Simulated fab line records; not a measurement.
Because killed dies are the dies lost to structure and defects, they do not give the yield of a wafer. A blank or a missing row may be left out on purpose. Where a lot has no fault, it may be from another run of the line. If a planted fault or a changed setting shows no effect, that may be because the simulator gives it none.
A sampling plan put to the test + flow nand harc + one line in one fab, 33 faults in these records, each fault weighed on the records of the lots it struck
Plan = the line's own looks (route steps where a gauge or an inspection reads the wafer without altering it). A look is open to judgement when struck wafers have a number at it and the file gives its usual mean and standard deviation on fault-free wafers. Caught: a look later than the fault's first step finds the struck wafers' mean 4 or more of those standard deviations (sigma) from the usual mean. On the tool: the fault's steps, tested the same way using the tool's own readings. Another recipe on the struck wafers, or a record that is blank for them alone, also counts as caught.

## THE FAULTS, as the simulator had put them in
1. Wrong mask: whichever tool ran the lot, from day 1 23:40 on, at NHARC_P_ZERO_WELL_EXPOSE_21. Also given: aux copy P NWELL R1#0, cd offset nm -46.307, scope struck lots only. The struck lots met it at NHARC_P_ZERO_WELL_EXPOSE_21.
2. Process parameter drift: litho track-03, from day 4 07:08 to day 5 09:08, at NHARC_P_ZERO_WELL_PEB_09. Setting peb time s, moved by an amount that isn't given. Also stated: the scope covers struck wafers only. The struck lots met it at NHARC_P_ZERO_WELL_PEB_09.
3. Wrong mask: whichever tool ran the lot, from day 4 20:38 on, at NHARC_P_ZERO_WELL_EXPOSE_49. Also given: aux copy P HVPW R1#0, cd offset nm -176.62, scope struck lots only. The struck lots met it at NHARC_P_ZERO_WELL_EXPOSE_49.
4. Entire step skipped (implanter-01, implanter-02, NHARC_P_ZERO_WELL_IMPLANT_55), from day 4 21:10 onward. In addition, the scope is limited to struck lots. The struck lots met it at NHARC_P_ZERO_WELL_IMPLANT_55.
5. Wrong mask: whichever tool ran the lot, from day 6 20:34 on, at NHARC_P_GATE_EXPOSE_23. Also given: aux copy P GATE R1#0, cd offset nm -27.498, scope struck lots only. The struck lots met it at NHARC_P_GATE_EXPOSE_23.
6. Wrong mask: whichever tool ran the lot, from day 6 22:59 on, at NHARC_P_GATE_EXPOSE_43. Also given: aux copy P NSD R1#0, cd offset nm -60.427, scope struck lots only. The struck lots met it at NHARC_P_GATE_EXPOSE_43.
7. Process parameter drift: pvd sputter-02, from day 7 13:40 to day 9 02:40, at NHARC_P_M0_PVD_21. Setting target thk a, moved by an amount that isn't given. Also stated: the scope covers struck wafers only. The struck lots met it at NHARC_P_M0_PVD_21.
8. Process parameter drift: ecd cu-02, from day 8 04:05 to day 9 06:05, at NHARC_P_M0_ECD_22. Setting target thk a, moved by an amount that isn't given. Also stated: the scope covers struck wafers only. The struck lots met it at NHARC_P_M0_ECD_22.
9. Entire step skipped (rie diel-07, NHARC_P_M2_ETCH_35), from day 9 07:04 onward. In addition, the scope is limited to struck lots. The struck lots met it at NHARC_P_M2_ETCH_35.
10. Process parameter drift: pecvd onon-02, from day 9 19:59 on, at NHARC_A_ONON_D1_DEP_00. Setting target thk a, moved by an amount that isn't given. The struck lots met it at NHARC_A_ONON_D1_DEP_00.
11. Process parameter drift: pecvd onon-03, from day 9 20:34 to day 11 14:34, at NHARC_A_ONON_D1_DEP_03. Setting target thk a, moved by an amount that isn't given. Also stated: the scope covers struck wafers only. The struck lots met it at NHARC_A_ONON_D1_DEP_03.
12. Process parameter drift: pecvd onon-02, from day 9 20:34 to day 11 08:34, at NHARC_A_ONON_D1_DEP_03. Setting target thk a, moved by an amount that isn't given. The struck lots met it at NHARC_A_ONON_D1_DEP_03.
13. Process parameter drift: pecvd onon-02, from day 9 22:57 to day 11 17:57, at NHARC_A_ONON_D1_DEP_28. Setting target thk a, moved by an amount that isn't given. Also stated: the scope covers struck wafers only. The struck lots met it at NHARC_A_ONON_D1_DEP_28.
14. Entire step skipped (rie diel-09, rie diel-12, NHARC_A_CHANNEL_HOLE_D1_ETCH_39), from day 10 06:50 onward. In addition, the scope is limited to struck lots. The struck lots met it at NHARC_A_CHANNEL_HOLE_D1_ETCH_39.
15. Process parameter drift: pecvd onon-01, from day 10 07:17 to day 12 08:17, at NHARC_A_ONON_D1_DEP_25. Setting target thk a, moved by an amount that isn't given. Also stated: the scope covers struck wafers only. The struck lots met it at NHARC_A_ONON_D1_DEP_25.
16. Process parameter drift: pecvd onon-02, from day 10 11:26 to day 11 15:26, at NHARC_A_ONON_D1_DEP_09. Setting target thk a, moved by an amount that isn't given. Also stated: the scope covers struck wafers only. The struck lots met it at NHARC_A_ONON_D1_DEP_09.
17. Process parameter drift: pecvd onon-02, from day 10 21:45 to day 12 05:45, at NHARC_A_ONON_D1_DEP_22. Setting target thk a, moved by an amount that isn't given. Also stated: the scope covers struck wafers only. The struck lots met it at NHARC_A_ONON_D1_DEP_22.
18. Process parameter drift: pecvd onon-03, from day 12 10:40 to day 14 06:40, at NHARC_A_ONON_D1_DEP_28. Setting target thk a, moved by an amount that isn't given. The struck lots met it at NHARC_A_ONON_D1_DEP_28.
19. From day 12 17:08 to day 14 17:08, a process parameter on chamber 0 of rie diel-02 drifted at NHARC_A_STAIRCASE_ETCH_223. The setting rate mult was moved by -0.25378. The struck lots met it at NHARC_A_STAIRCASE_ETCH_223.
20. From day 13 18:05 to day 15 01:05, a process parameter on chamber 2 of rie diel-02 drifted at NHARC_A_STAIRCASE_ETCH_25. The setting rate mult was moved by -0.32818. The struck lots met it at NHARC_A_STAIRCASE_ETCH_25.
21. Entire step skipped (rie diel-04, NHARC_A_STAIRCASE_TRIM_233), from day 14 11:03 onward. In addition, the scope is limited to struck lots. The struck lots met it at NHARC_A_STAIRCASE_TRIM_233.
22. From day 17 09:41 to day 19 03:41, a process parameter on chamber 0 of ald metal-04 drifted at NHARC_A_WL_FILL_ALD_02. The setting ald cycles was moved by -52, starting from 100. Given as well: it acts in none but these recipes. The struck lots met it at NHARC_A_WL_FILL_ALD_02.
23. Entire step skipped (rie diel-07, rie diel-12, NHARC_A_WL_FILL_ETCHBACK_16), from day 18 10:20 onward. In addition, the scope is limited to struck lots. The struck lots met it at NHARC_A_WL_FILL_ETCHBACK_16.
24. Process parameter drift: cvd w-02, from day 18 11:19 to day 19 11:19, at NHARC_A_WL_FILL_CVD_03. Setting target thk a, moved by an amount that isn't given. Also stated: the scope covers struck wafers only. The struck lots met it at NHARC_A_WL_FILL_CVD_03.
25. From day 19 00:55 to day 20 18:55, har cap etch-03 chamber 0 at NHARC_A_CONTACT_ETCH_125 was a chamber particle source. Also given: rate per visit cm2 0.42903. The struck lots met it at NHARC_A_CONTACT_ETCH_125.
26. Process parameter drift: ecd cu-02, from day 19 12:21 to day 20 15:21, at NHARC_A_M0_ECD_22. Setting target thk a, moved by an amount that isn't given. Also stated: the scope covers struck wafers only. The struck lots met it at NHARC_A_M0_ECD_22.
27. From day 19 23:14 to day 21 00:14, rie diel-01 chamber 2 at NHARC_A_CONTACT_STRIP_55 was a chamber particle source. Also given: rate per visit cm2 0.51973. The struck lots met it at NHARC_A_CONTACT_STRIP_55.
28. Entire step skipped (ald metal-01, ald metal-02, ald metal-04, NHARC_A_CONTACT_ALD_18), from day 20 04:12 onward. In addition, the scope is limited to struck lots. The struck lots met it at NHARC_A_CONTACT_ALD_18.
29. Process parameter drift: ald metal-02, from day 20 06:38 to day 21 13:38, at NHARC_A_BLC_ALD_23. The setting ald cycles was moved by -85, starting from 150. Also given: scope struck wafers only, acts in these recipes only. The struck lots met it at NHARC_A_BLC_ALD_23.
30. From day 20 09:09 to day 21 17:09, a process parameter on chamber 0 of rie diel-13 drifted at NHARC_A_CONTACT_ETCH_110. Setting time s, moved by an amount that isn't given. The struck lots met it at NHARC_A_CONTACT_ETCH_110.
31. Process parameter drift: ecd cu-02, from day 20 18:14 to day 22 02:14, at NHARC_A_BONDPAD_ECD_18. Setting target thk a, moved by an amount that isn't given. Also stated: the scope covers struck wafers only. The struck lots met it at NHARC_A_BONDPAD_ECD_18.
32. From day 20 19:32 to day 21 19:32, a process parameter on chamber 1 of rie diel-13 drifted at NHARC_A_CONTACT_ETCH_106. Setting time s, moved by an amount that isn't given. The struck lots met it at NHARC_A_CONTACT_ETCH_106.
33. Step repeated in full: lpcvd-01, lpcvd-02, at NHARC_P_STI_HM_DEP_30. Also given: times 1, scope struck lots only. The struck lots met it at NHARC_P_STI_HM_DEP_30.

## WHAT THE PLAN SAW
| fault | on the tool itself                               | first look that catches it                      | reading, sigma                                         | median hours from its first step to that look | hours from the fault's start to the first struck lot there | judged looks passed uncaught |
|-------|--------------------------------------------------|-------------------------------------------------|--------------------------------------------------------|-----------------------------------------------|------------------------------------------------------------|------------------------------|
| 1     | under 2 sigma                                    | NHARC_P_ZERO_WELL_CD_MEAS_24                    | cd nm -30                                              | 0.2                                           | 4                                                          | 0                            |
| 2     | under 2 sigma                                    | not the one look that can be judged after it    | strongest: cd nm at NHARC_P_ZERO_WELL_CD_MEAS_11, +3.7 | -                                             | -                                                          | 1                            |
| 3     | no reading that can be judged                    | NHARC_P_ZERO_WELL_CD_MEAS_52                    | cd nm -99 or beyond                                    | 0.2                                           | 3                                                          | 0                            |
| 4     | the tool's record is blank for the struck wafers | NHARC_END_SORT_01                               | killed at periphery +99 or beyond                      | 413.7                                         | 415                                                        | 0                            |
| 5     | no reading that can be judged                    | NHARC_P_GATE_CD_MEAS_26                         | cd nm -47                                              | 0.1                                           | 4                                                          | 0                            |
| 6     | no reading that can be judged                    | NHARC_P_GATE_CD_MEAS_46                         | cd nm -39                                              | 0.2                                           | 5                                                          | 0                            |
| 7     | under 2 sigma                                    | NHARC_END_SORT_01                               | killed at periphery +99 or beyond                      | 319.5                                         | 327                                                        | 1                            |
| 8     | under 2 sigma                                    | none of the 2 looks that can be judged after it | -                                                      | -                                             | -                                                          | 2                            |
| 9     | the tool's record is blank for the struck wafers | NHARC_END_SORT_01                               | killed at periphery +99 or beyond                      | 315.5                                         | 318                                                        | 0                            |
| 10    | under 2 sigma                                    | NHARC_A_ONON_D1_THK_MEAS_02                     | thk nm +51                                             | 0.4                                           | 7                                                          | 0                            |
| 11    | under 2 sigma                                    | NHARC_A_ONON_D1_THK_MEAS_05                     | thk nm -82                                             | 0.4                                           | 7                                                          | 0                            |
| 12    | under 2 sigma                                    | NHARC_A_ONON_D1_THK_MEAS_05                     | thk nm +55                                             | 0.5                                           | 7                                                          | 0                            |
| 13    | under 2 sigma                                    | NHARC_A_ONON_D1_THK_MEAS_30                     | thk nm +58                                             | 0.4                                           | 33                                                         | 0                            |
| 14    | the tool's record is blank for the struck wafers | NHARC_END_SORT_01                               | killed at array +70                                    | 264.0                                         | 261                                                        | 0                            |
| 15    | under 2 sigma                                    | NHARC_A_ONON_D1_THK_MEAS_27                     | thk nm +45                                             | 0.4                                           | 7                                                          | 0                            |
| 16    | under 2 sigma                                    | NHARC_A_ONON_D1_THK_MEAS_11                     | thk nm -30                                             | 0.5                                           | 8                                                          | 0                            |
| 17    | no reading that can be judged                    | NHARC_A_ONON_D1_THK_MEAS_24                     | thk nm -32                                             | 0.5                                           | 14                                                         | 0                            |
| 18    | no reading that can be judged                    | NHARC_A_ONON_D1_THK_MEAS_30                     | thk nm -35                                             | 0.4                                           | 4                                                          | 0                            |
| 19    | oes product au -10 sigma                         | NHARC_END_SORT_01                               | killed at array +41                                    | 195.9                                         | 220                                                        | 0                            |
| 20    | oes product au -15 sigma                         | NHARC_END_SORT_01                               | killed at array +70                                    | 203.3                                         | 202                                                        | 0                            |
| 21    | the tool's record is blank for the struck wafers | NHARC_END_SORT_01                               | killed at array +70                                    | 186.7                                         | 185                                                        | 0                            |
| 22    | under 2 sigma                                    | NHARC_END_SORT_01                               | killed at array +70                                    | 108.1                                         | 116                                                        | 0                            |
| 23    | the tool's record is blank for the struck wafers | NHARC_END_SORT_01                               | killed at array +70                                    | 90.7                                          | 90                                                         | 0                            |
| 24    | under 2 sigma                                    | NHARC_END_SORT_01                               | killed at array +56                                    | 113.1                                         | 118                                                        | 0                            |
| 25    | no reading that can be judged                    | NHARC_END_SORT_01                               | killed at array +6.8                                   | 86.5                                          | 90                                                         | 1                            |
| 26    | no reading that can be judged                    | not the one look that can be judged after it    | -                                                      | -                                             | -                                                          | 1                            |
| 27    | under 2 sigma                                    | NHARC_END_SORT_01                               | killed at array +8.2                                   | 74.8                                          | 93                                                         | 1                            |
| 28    | the tool's record is blank for the struck wafers | NHARC_END_SORT_01                               | killed at array +70                                    | 54.7                                          | 57                                                         | 0                            |
| 29    | under 2 sigma                                    | NHARC_END_SORT_01                               | killed at array +70                                    | 49.6                                          | 48                                                         | 0                            |
| 30    | run length s -6.1 sigma                          | NHARC_END_SORT_01                               | killed at array +62                                    | 59.3                                          | 53                                                         | 0                            |
| 31    | no reading that can be judged                    | NHARC_A_BONDPAD_THK_MEAS_20                     | thk nm -45                                             | 1.0                                           | 3                                                          | 0                            |
| 32    | run length s -7.4 sigma                          | NHARC_END_SORT_01                               | killed at array +23                                    | 61.1                                          | 79                                                         | 0                            |
| 33    | under 2 sigma                                    | NHARC_END_SORT_01                               | killed at periphery +99 or beyond                      | 407.9                                         | -                                                          | 1                            |
A dash: the fault isn't caught, or these records don't give the number.

Caught at a look: 30 of 33. Caught on the tool: 10 of 33. By one or the other: 30 of 33.
Caught at a look alone: faults 1, 3, 5, 6, 7, 10, 11, 12, 13, 15, 16, 17, 18, 22, 24, 25, 27, 29, 31, 33.
Caught by neither: faults 2, 8, 26.

## THINNER SAMPLING
In the worst case, this is how late the first struck lot would be measured if the look that catches a fault measured only every second or every third lot, by lot number:
| fault | struck lots at that look, in order of time | every lot | every second lot | every third lot |
|-------|--------------------------------------------|-----------|------------------|-----------------|
| 1     | L516                                       | 4 h       | may miss it      | may miss it     |
| 3     | L100                                       | 3 h       | may miss it      | may miss it     |
| 4     | L310, L309, L311                           | 415 h     | 415 h            | 443 h           |
| 5     | L908                                       | 4 h       | may miss it      | may miss it     |
| 6     | L682                                       | 5 h       | may miss it      | may miss it     |
| 7     | L458                                       | 327 h     | may miss it      | may miss it     |
| 9     | L896, L895                                 | 318 h     | 320 h            | may miss all 2  |
| 10    | L144, L145                                 | 7 h       | 29 h             | may miss all 2  |
| 11    | L609, L611, L610                           | 7 h       | 29 h             | 29 h            |
| 12    | L944, L949                                 | 7 h       | 22 h             | may miss all 2  |
| 13    | L867, L866                                 | 33 h      | 38 h             | may miss all 2  |
| 14    | L409, L411, L412                           | 261 h     | 277 h            | may miss all 3  |
| 15    | L882, L886, L888                           | 7 h       | may miss all 3   | may miss all 3  |
| 16    | L675, L672, L676                           | 8 h       | 16 h             | may miss all 3  |
| 17    | L296, L300                                 | 14 h      | may miss all 2   | may miss all 2  |
| 18    | L930, L932                                 | 4 h       | may miss all 2   | may miss all 2  |
| 19    | L866                                       | 220 h     | may miss it      | may miss it     |
| 20    | L439, L437                                 | 202 h     | may miss all 2   | may miss all 2  |
| 21    | L368, L366                                 | 185 h     | may miss all 2   | may miss all 2  |
| 22    | L642                                       | 116 h     | may miss it      | may miss it     |
| 23    | L727, L726, L725                           | 90 h      | 90 h             | 98 h            |
| 24    | L184, L186                                 | 118 h     | may miss all 2   | may miss all 2  |
| 25    | L421, L424                                 | 90 h      | 101 h            | may miss all 2  |
| 27    | L366                                       | 93 h      | may miss it      | may miss it     |
| 28    | L475, L474, L478                           | 57 h      | 59 h             | may miss all 3  |
| 29    | L689, L688                                 | 48 h      | 56 h             | may miss all 2  |
| 30    | L302, L308                                 | 53 h      | may miss all 2   | may miss all 2  |
| 31    | L572                                       | 3 h       | may miss it      | may miss it     |
| 32    | L440                                       | 79 h      | may miss it      | may miss it     |
Hours are from the fault's start to the first struck lot that is measured. The limit of 4 sigma was tested on all struck wafers together, so one lot alone may lie under it. Other struck lots may not be in these records.

## THE LONGEST TIMED WAY FROM STEP TO LOOK
For fault 4, NHARC_P_ZERO_WELL_IMPLANT_55 and NHARC_END_SORT_01 are separated by a median of 413.7 hours. No look between them can be judged.
